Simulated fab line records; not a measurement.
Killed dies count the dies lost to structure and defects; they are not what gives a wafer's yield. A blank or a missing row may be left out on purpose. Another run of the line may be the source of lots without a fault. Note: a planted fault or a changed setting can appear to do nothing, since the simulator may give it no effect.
Chamber matching | flow n5 finfet | 4 sister chambers for N5_BEOL_M11_STRIP_36 on rie diel-03
The step strips in N2/H2. 8 wafers are shown with their chamber, then 7 later ones without.

WAFERS WITH THEIR CHAMBER
wafer  | chamber | showerhead plenum p Torr (Torr) | drypump motor current A (A)
L077.4 | 2       | 2.58                            | 5.3
L081.2 | 3       | 2.52                            | 5.1
L081.5 | 0       | 2.60                            | 5.6
L090.3 | 0       | 2.60                            | 5.7
L090.4 | 2       | 2.57                            | 5.3
L090.6 | 1       | 2.42                            | 5.7
L091.1 | 3       | 2.51                            | 5.1
L091.5 | 1       | 2.42                            | 5.8

WAFERS WHOSE CHAMBER IS MISSING
wafer  | showerhead plenum p Torr (Torr) | drypump motor current A (A)
L091.6 | 2.57                            | 5.3
L094.2 | 2.59                            | 5.6
L094.4 | 2.42                            | 5.7
L094.5 | 2.59                            | 5.7
L092.1 | 2.41                            | 5.7
L092.3 | 2.59                            | 5.7
L092.4 | 2.57                            | 5.3

CHAMBER TAKEN BY EACH
wafer  | from the rows above | in truth
L091.6 | 2                   | 2
L094.2 | 0                   | 0
L094.4 | 1                   | 1
L094.5 | 0                   | 0
L092.1 | 1                   | 1
L092.3 | 0                   | 0
L092.4 | 2                   | 2
Placed correctly: 7 of 7. Not placeable from these rows: 0. 0 placed wrongly.
How it was worked out, from the rows above alone: a wafer's distance from a chamber is the root of the sum, over the readings, of the square of ((its reading less the chamber's mean) divided by the reading's scatter). The wafer belongs to the nearest chamber; if the next one is less than 2 further off, it can't be placed. Each chamber's mean is taken over the wafers shown for it. The scatter: the root of (the sum of the squares of (reading less its chamber's mean) over the shown wafers, divided by (wafers less chambers)).
